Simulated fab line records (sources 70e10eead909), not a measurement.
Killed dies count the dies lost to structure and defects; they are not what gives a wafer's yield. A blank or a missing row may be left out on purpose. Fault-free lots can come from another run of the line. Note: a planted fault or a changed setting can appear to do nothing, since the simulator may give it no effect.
Comparing a struck lot with a sound one -- flow nand harc -- 33 out of 1159 route steps
Sound: the wafers L325.3, L325.4, L325.5. Wafers L323.1, L323.3, L323.6 were the ones struck. The cause is given at the end.
For every step that has rows: the tool of each side, followed by ch and its chambers, followed by its first start. Under that, the readings that differ: sound wafers -- struck wafers -- difference of the means -- sigmas: that difference in standard deviations of wafers without a fault.
alike: words and numbers the same on both sides, and readings whose means are apart by under 2 such deviations; not compared: readings that were withheld, readings missing a value for some wafer, numbers with overlapping values and no deviation given by the record, and bounds like >300 which may hide the same value.
Wherever a step has rows on one side only, a row that says differs or no value, or a row with sigmas, the two part there. Numbers that don't overlap but have no deviation are shown without sigmas and don't part them. Lack of a reading on every wafer of one side parts them only where that side has two or more wafers.

first, 9 steps without rows for these wafers: NHARC_A_M1_DESCUM_14 (chemistry O2, time 3 s); NHARC_A_M1_ETCH_35 (etches the open film in N2/H2, target depth 40 nm, overetch 12 nm, time 43.94 s); NHARC_A_M1_ETCH_15 (etches the open film in C4F8/Ar, target depth 182.5 nm, time 91.2 s); NHARC_A_M1_STRIP_18 (strips in N2/H2); NHARC_A_M1_ETCH_28 (etches the open film in CF4/N2, target depth 30 nm, time 72.99 s); NHARC_A_M1_STRIP_19 (strips in post etch residue remover, time 600 s); NHARC_A_M1_DEGAS_29 (time 60 s); NHARC_A_M1_PRE_CLEAN_30 (time 30 s); NHARC_A_M1_PVD_20 (deposits TaN, target thk 5 nm, time 8.06 s).
NHARC_A_M1_PVD_21: deposits Cu, target thk 30 nm, time 20.49 s.
  sound: pvd sputter-02 at day 23 04:04; struck: pvd sputter-03 at day 22 18:17
  alike: throttle valve pct
then, 22 steps without rows for these wafers: NHARC_A_M1_ECD_22 (material Cu, target thk 400 nm); NHARC_A_M1_ANNEAL_31 (time 90 s); NHARC_A_M1_CMP_23 (polishes, t overpolish 20 s, target thk 154.34 nm); NHARC_A_M1_SRD_25; NHARC_A_M1_PRE_CLEAN_32 (time 12 s); NHARC_A_M1_DEP_33 (deposits SiCN, target thk 30 nm); NHARC_A_BONDPAD_DEP_00 (deposits SiCN, target thk 250 nm); NHARC_A_BONDPAD_CMP_29 (polishes SiCN, target thk 200 nm); NHARC_A_BONDPAD_SRD_31; NHARC_A_BONDPAD_DEHYDRATE_01 (time 120 s); NHARC_A_BONDPAD_HMDS_02 (time 30 s); NHARC_A_BONDPAD_COAT_33 (time 65 s); NHARC_A_BONDPAD_COAT_03 (resist thk 600 nm); NHARC_A_BONDPAD_SOFTBAKE_04 (time 70 s); NHARC_A_BONDPAD_EBR_05; NHARC_A_BONDPAD_EXPOSE_06 (exposes mask A BPAD); NHARC_A_BONDPAD_PEB_07 (peb time 80 s); NHARC_A_BONDPAD_DEVELOP_08 (time 50 s); NHARC_A_BONDPAD_HARDBAKE_10 (time 65 s); NHARC_A_BONDPAD_DESCUM_11 (chemistry O2, time 3 s); NHARC_A_BONDPAD_ETCH_34 (etches the open film in N2/H2, target depth 60 nm, overetch 18 nm, time 65.91 s); NHARC_A_BONDPAD_ETCH_12 (etches the open film in CHF3/O2, target depth 220 nm, time 110 s).
NHARC_END_SORT_01:
  at this point the record logs the struck wafers (prober-02 ch 0, day 24 17:27) and has no rows for the sound ones

== WHERE THEY PART ==
Only at NHARC_END_SORT_01, within this record.

WHY: the cause the simulator had injected
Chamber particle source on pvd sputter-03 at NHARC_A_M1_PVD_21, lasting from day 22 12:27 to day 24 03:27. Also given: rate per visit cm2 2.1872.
